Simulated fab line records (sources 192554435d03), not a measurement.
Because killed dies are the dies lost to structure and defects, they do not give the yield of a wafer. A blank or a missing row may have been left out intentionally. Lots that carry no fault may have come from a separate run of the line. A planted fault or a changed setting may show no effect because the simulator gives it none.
One fault seen from 2 desks    flow n5 finfet    every desk sees just its own numbers, and what lay behind them comes last

DESK OF THE TOOL OWNER: rie si-01
The tool's own readings at N5_FIN_CUT_CUT_ETCH_15 (etches Si in HBr/Cl2/O2, target depth 100 nm, bt time 10 s, time 42.4 s): means of the sampled wafers that have a number, for each lot that ran on this tool. Any lot whose mean is over 4 standard deviations away from the usual mean is out of limits and marked OUT; that distance is given in the brackets.
Columns: A = chamber pressure mTorr at N5_FIN_CUT_CUT_ETCH_15, usual 9.999 mTorr; B = drypump motor current A at N5_FIN_CUT_CUT_ETCH_15, usual 5.9 A; C = oes product au at N5_FIN_CUT_CUT_ETCH_15, usual 0.999 a.u.; D = throttle valve pct at N5_FIN_CUT_CUT_ETCH_15, usual 37.1 %
lot   first seen here  A       B    C      D
L280  day 3 06:55      9.999   5.9  1.001  37.4
L289  day 5 10:25      10.003  5.3  1.033  37.1
L290  day 5 18:09      10.001  5.5  1.010  37.2
L294  day 6 19:14      10.003  6.1  1.018  36.9
Finding of this desk: none of the 4 lots has anything out of limits.

FROM THE METROLOGY DESK
What the gauges read, lot by lot, whatever tool the lot ran on: means of the sampled wafers that have a number. Any lot whose mean is over 4 standard deviations away from the usual mean is out of limits and marked OUT; that distance is given in the brackets. Only the readings that lie furthest out on some lot appear, 7 of the 10 it has.
Columns: A = DIBL_N at N5_BEOL_M4_RC_MEAS_101, usual 36.1 mV/V; B = DIBL_P at N5_BEOL_M4_RC_MEAS_101, usual 36.1 mV/V; C = IOFF_P at N5_BEOL_M4_RC_MEAS_101, usual 0.21 nA/um; D = ION_N at N5_BEOL_M4_RC_MEAS_101, usual 675 uA/um; E = ION_P at N5_BEOL_M4_RC_MEAS_101, usual 464 uA/um; F = SS_N at N5_BEOL_M4_RC_MEAS_101, usual 71.5 mV/dec; G = VT_P at N5_BEOL_M4_RC_MEAS_101, usual -250 mV
lot   first seen here  A     B     C     D    E    F     G
L280  day 9 01:12      33.9  33.5  0.17  669  459  71.0  -254
L289  day 11 08:21     35.7  36.1  0.20  675  462  71.4  -250
L290  day 11 09:07     35.7  34.7  0.18  679  456  70.8  -254
L294  day 12 10:31     36.5  39.0  0.26  690  474  72.0  -247
L299  day 14 09:36     35.7  36.5  0.24  681  470  71.4  -247
Finding of this desk: none of the 5 lots has anything out of limits.

TAKEN TOGETHER
The desk of the tool owner found nothing out of limits.
Nothing out of limits was seen by the metrology desk.

WHAT HAD BEEN PUT IN BY THE SIMULATOR
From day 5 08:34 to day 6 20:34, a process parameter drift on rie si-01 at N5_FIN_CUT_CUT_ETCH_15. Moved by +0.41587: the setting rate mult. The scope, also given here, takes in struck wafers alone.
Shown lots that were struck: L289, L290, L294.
